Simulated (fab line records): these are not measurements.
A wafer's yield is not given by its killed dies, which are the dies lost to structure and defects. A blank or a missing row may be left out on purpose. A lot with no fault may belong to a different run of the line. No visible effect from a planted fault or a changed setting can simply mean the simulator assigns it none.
Split-lot study -- flow n5 finfet -- 39 wafers read from 7 lots, route of 1938 steps

== THE SPLIT ==
At N5_DUMMY_GATE_ETCH_37 (etches SOC in N2/H2, target depth 60 nm, overetch 30 nm), the setting source w was moved away from the recipe's 840 W on 9 of the 39 wafers read, by -10.7% to -7.5%. This setting was run at the recipe's value on the other wafers.

The reading comes from the split's own step.

== THE READING ==
rf vpp V, in V, at N5_DUMMY_GATE_ETCH_37 (etches SOC in N2/H2, target depth 60 nm, overetch 30 nm). Typical for fault-free wafers on this fab line: 523.8 V, with standard deviation 2.1 V.

wafer,"tool, chamber at the split","source w as run, W",against the recipe,"rf vpp V, V",against lot-mates on the recipe
L074.1,"rie diel-02, 2",840,recipe,526.2,-
L074.2,"rie diel-02, 3",840,recipe,524.3,-
L074.3,"rie diel-02, 0",840,recipe,521.6,-
L074.4,"rie diel-02, 1",840,recipe,520.6,-
L074.5,"rie diel-02, 1",840,recipe,522.5,-
L074.6,"rie diel-02, 2",840,recipe,526.7,-
L077.1,"rie diel-04, 2",777.4,-7.5%,536.4,+14.5
L077.2,"rie diel-04, 3",840,recipe,523.5,-
L077.3,"rie diel-04, 0",840,recipe,520.3,-
L077.4,"rie diel-04, 0",840,recipe,521.8,-
L077.5,"rie diel-04, 2",777.4,-7.5%,539.1,+17.2
L077.6,"rie diel-04, 3",777.4,-7.5%,538.4,+16.5
L079.3,"rie diel-04, 0",840,recipe,521.2,-
L079.4,"rie diel-04, 0",840,recipe,520.6,-
L079.5,"rie diel-04, 2",840,recipe,524.4,-
L080.1,"rie diel-05, 3",750.2,-10.7%,541.8,+16.0
L080.2,"rie diel-05, 0",840,recipe,524.5,-
L080.3,"rie diel-05, 2",750.2,-10.7%,545.8,+20.0
L080.4,"rie diel-05, 2",840,recipe,528.0,-
L080.5,"rie diel-05, 3",750.2,-10.7%,541.1,+15.3
L080.6,"rie diel-05, 0",840,recipe,525.0,-
L086.1,"rie diel-05, 1",840,recipe,525.6,-
L086.2,"rie diel-05, 3",840,recipe,522.0,-
L086.3,"rie diel-05, 0",840,recipe,525.5,-
L086.4,"rie diel-05, 2",840,recipe,526.9,-
L086.5,"rie diel-05, 2",840,recipe,527.2,-
L086.6,"rie diel-05, 3",840,recipe,521.8,-
L094.1,"rie diel-05, 1",840,recipe,526.3,-
L094.2,"rie diel-05, 2",840,recipe,527.7,-
L094.3,"rie diel-05, 0",840,recipe,524.0,-
L094.4,"rie diel-05, 3",758.5,-9.7%,540.4,+14.4
L094.5,"rie diel-05, 0",758.5,-9.7%,541.9,+15.9
L094.6,"rie diel-05, 1",758.5,-9.7%,543.2,+17.2
L096.1,"rie diel-05, 0",840,recipe,524.2,-
L096.2,"rie diel-05, 1",840,recipe,526.0,-
L096.3,"rie diel-05, 3",840,recipe,523.0,-
L096.4,"rie diel-05, 2",840,recipe,527.5,-
L096.5,"rie diel-05, 1",840,recipe,525.4,-
L096.6,"rie diel-05, 2",840,recipe,527.6,-

FIT RESULTS
A straight line over all 39 wafers: rf vpp V changes by -1.77 V for each +1% of source w; r = -0.95; the points scatter about the line by 2.3 V.
The same after taking each lot's own level away (the mean of its wafers on the recipe; 39 wafers): -1.72 V for each +1%; r = -0.96; scatter 2.1 V.
That fit puts the effect of the largest move of source w on the reading at 18 V.
Measured against the standard deviation above, the lots' own levels, which go from 521.87 to 526.00 V, span 2.0 times it.
Consequently the slope shifts little with the lot-to-lot level, the two slopes agreeing.
Check: for one of the wafers moved furthest among these (-10.7%), held out of the fit, the line's prediction against its lot-mates is +18.9 V. Against them it came out at +16 V.
Tool readings at the split's step, against how far the setting was moved: rf vpp V r = -0.95.

== ADDITIONAL SPLITS CARRIED BY THESE WAFERS ==
Note: prior to the reading, these wafers also went through further splits. Each is held against what the fit with the lots' levels taken away leaves over:
other split on the same wafers,wafers away from the commonest value,r with rf vpp V (lot level and that fit taken away)
N5_FIN_CUT_ETCH_21 bias w,12,+0.03

== FILE'S OWN FIT ==
rf vpp V changes by -1.73 V for each +1% of source w, r = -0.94.
